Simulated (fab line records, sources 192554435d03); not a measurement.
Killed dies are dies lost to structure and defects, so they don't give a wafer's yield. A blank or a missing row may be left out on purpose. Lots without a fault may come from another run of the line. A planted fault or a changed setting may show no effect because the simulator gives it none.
A struck lot beside a sound one | flow n5_finfet | 43 steps out of a route of 1938
Sound: wafers L489.4, L489.5, L489.6. Struck: wafer L503.4. (L503.1, L503.5 of the same lot were not struck and are left out.) The cause comes at the end.
At each step with rows: each side's tool, then ch and its chambers, then its first start. Under that, the readings that differ: sound wafers | struck wafers | difference of the means | sigmas: that difference in standard deviations of wafers without a fault.
alike: readings whose means differ by less than 2 such deviations, and words and numbers that are the same on both sides. not compared: withheld readings, readings that some wafer has no value for, bounds like >300 that may hide the same value, and numbers for which the record gives no deviation and whose values overlap.
The two part at a step that has a row with sigmas, a row that says differs or no value, or rows on one side only. Numbers that don't overlap but have no deviation are shown without sigmas and don't part them. A reading that every wafer of one side lacks parts them only if that side has two wafers or more.

first, 3 steps without rows for these wafers: N5_BEOL_M2_ETCH_70 (etches SOC in N2/H2, target depth 80 nm, overetch 24 nm, time 130 s); N5_BEOL_M2_STRIP_71 (strips in N2/H2); N5_BEOL_M2_STRIP_78 (strips in N2/H2).
N5_BEOL_M2_VIA_ETCH_34: etches the open film in C4F6/O2, target depth 69.4 nm, time 65.9 s.
  sound on rie_diel-03 ch 0,3, day 6 21:18; struck on rie_diel-04 ch 0, day 10 11:49
  alike: drypump_motor_current_A, oes_product_au, rf_vpp_V, showerhead_plenum_p_Torr, throttle_valve_pct
  not compared: rf_hours_counter_h
then, 5 steps without rows for these wafers: N5_BEOL_M2_STRIP_83 (strips in C4F6/O2); N5_BEOL_M2_STRIP_36 (strips in N2/H2); N5_BEOL_M2_TRENCH_ETCH_37 (etches SiOC in C4F6/O2, target depth 55.555 nm, time 29.2 s); N5_BEOL_M2_ETCH_41 (etches SiCN in CH3F/O2, target depth 29.9 nm, time 52.5 s); N5_BEOL_M2_STRIP_97 (strips in N2/H2, time 10 s).
N5_BEOL_M2_OCD_MEAS_38:
  sound on ocd-02, day 6 21:33; struck on ocd-01, day 10 12:04
  alike: trench_depth_nm
then, 2 steps without rows for these wafers: N5_BEOL_M2_HM_STRIP_39 (strips TiN in peroxide tin strip, target depth 25 nm, time 158 s); N5_BEOL_M2_SRD_40 (time 30 s).
N5_BEOL_M2_PRECLEAN_42: cleans in residue remover, time 60 s.
  sound on wet_bench-05 ch 2,3,6, day 6 21:39; struck on wet_bench-03 ch 0,5,7, day 10 12:14
then, 1 step without rows for these wafers: N5_BEOL_M2_SRD_43 (time 30 s).
N5_BEOL_M2_CD_MEAS_35: target cd 18 nm, target cd y 22.2 nm.
  sound on cd_sem-02, day 6 21:43; struck on cd_sem-03, day 10 12:19
  alike: cd_nm
then, 10 steps without rows for these wafers: N5_BEOL_M2_DEGAS_44 (time 60 s); N5_BEOL_M2_PRE_CLEAN_45 (time 30 s); N5_BEOL_M2_ALD_84 (deposits TaN, pulse time 2 s, purge time 3 s, co reactant purge time 2 s); N5_BEOL_M2_SURFACE_TREAT_85; N5_BEOL_M2_CVD_47 (deposits Co from CCTBA/H2, target thk 3 nm, time 223.8 s); N5_BEOL_M2_SPUTTER_48 (material Cu, target thk 4.5 nm, time 8.29 s); N5_BEOL_M2_ANNEAL_49 (time 240 s); N5_BEOL_M2_SPUTTER_79 (material Cu, target thk 4.5 nm, time 8.29 s); N5_BEOL_M2_ANNEAL_80 (time 240 s); N5_BEOL_M2_SPUTTER_81 (material Cu, target thk 4.5 nm, time 8.29 s).
N5_BEOL_M2_ANNEAL_82: time 240 s.
  sound on pvd_sputter-01, day 6 23:47; struck on pvd_sputter-03, day 10 14:16
  alike: heater_power_w
then, 6 steps without rows for these wafers: N5_BEOL_M2_SPUTTER_86 (material Cu, target thk 4.5 nm, time 8.29 s); N5_BEOL_M2_ANNEAL_87 (time 240 s); N5_BEOL_M2_SPUTTER_88 (material Cu, target thk 4.5 nm, time 8.29 s); N5_BEOL_M2_ANNEAL_89 (time 240 s); N5_BEOL_M2_SPUTTER_90 (material Cu, target thk 4.5 nm, time 8.29 s); N5_BEOL_M2_ANNEAL_91 (time 240 s).
N5_BEOL_M2_SPUTTER_92: material Cu, target thk 4.5 nm, time 8.29 s.
  sound on pvd_sputter-01, day 7 00:35; struck on pvd_sputter-03, day 10 15:04
  alike: throttle_valve_pct
then, 5 steps without rows for these wafers: N5_BEOL_M2_ANNEAL_93 (time 240 s); N5_BEOL_M2_SPUTTER_94 (material Cu, target thk 4.5 nm, time 8.29 s); N5_BEOL_M2_ANNEAL_95 (time 240 s); N5_BEOL_M2_SPUTTER_96 (material Cu, target thk 4.5 nm, time 8.29 s); N5_BEOL_M2_ECD_50 (material Cu, target thk 300 nm).
N5_BEOL_M2_ANNEAL_51: time 90 s.
  sound on rtp_anneal-02 ch 0, day 7 01:21; struck on rtp_anneal-01 ch 0, day 10 15:41
  alike: anneal_temp_c_max, wafer_temp_C_max
N5_BEOL_M2_CMP_52: polishes, stops on SiOC, t overpolish 6.8 s, target thk 40 nm.
  sound on cmp-01 ch 2,3, day 7 01:33; struck on cmp-04 ch 1, day 10 16:02
  alike: barrier_field_endpoint_s, motor_current_A, overpolish_run_s, time_to_endpoint_s
N5_BEOL_M2_THK_MEAS_53: measures by xrf.
  sound on film_metro-01, day 7 01:49; struck on film_metro-02, day 10 16:18
  alike: M2_THK
then, 1 step without rows for these wafers: N5_BEOL_M2_PRE_CLEAN_60 (time 15 s).
-- the record jumps here: 6 days lie between the struck wafers' starts before and after (it left off in module BEOL_M2 and takes up again in module PASSIVATION, whose first step shown is number 1936 of the route) --
N5_PASSIVATION_PROBE_49:
  the record has rows for the struck wafers here (prober-01, day 16 21:10) and none for the sound ones

WHERE THEY PART
Only at N5_PASSIVATION_PROBE_49, within this record.

WHY: what the simulator had put in
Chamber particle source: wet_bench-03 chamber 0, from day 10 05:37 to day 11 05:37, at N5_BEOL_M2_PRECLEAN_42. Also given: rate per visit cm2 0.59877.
